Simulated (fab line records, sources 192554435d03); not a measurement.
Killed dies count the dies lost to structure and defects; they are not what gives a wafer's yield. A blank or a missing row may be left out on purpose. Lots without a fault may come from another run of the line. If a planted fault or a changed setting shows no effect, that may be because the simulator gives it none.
Split-lot experiment	flow n5_finfet	21 wafers read across 7 lots, on a route 1938 steps long

SPLIT DETAILS
At N5_BEOL_M4_TRENCH_ETCH_37 (etches SiOC in C4F6/O2, target depth 55.555 nm, time 29.2 s), the setting source_w was moved away from the recipe's 355 W on 7 of the 21 wafers read, by -15.7% to +13.3%. All remaining wafers had this setting at the recipe value.

The split's own step is where the reading is taken.

THE READING
rf_vpp_V, in V, at N5_BEOL_M4_TRENCH_ETCH_37 (etches SiOC in C4F6/O2, target depth 55.555 nm, time 29.2 s). A value of 666 V with a standard deviation of 12 V is what fault-free wafers of this fab line usually give.

wafer	tool, chamber at the split	source_w as run, W	against the recipe	rf_vpp_V, V	against lot-mates on the recipe
L074.2	rie_diel-04, 0	355	recipe	680	-
L074.3	rie_diel-04, 3	355	recipe	659	-
L074.4	rie_diel-04, 3	355	recipe	659	-
L078.2	rie_diel-01, 0	328.9	-7.4%	705	no lot-mate on the recipe
L078.3	rie_diel-01, 2	328.9	-7.4%	711	no lot-mate on the recipe
L078.5	rie_diel-01, 0	328.9	-7.4%	706	no lot-mate on the recipe
L081.1	rie_diel-02, 2	355	recipe	640	-
L081.3	rie_diel-02, 0	374.6	+5.5%	637	-3
L081.4	rie_diel-02, 1	374.6	+5.5%	649	+9
L084.1	rie_diel-01, 2	355	recipe	683	-
L084.2	rie_diel-01, 1	402.1	+13.3%	631	-48
L084.6	rie_diel-01, 1	355	recipe	674	-
L089.2	rie_diel-02, 0	355	recipe	655	-
L089.4	rie_diel-02, 0	355	recipe	655	-
L089.6	rie_diel-02, 1	355	recipe	665	-
L091.2	rie_diel-01, 3	355	recipe	659	-
L091.3	rie_diel-01, 0	355	recipe	678	-
L091.5	rie_diel-01, 1	299.4	-15.7%	734	+66
L097.1	rie_diel-01, 0	355	recipe	678	-
L097.4	rie_diel-01, 2	355	recipe	683	-
L097.5	rie_diel-01, 1	355	recipe	671	-

FIT RESULTS
A straight line over all 21 wafers: rf_vpp_V changes by -4.11 V for each +1% of source_w; r = -0.89; the points scatter about the line by 12 V.
The same after taking each lot's own level away (the mean of its wafers on the recipe; 18 wafers): -3.42 V for each +1%; r = -0.88; scatter 10 V.
According to that fit, moving source_w by its largest amount changes the reading by 54 V.
Measured against the standard deviation above, the lots' own levels, which go from 640.0 to 678.5 V, span 3.2 times it.
In other words, the slope is changed by the lot-to-lot level; the two fits disagree.
Check: for one of the wafers moved furthest among these (-15.7%), held out of the fit, the line's prediction against its lot-mates is +43 V. Against them it came out at +65.5 V.
Tool readings at the split's step, against how far the setting was moved: rf_vpp_V r = -0.89.

THESE WAFERS: OTHER SPLITS
Note: prior to the reading, these wafers also went through further splits. Each is held against what the fit with the lots' levels taken away leaves over:
other split on the same wafers	wafers away from the commonest value	r with rf_vpp_V (lot level and that fit taken away)
N5_BEOL_M3_PECVD_72 temp_c	8	-0.09
N5_BEOL_M3_EXPOSE_08 dose_mj	7	+0.07
N5_BEOL_M4_COAT_62 spin_rpm	6	+0.13
N5_BEOL_M4_DESCUM_33 time_s	8	-0.12

THE FILE'S OWN FIT
rf_vpp_V changes by -3.64 V for each +1% of source_w, r = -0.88.
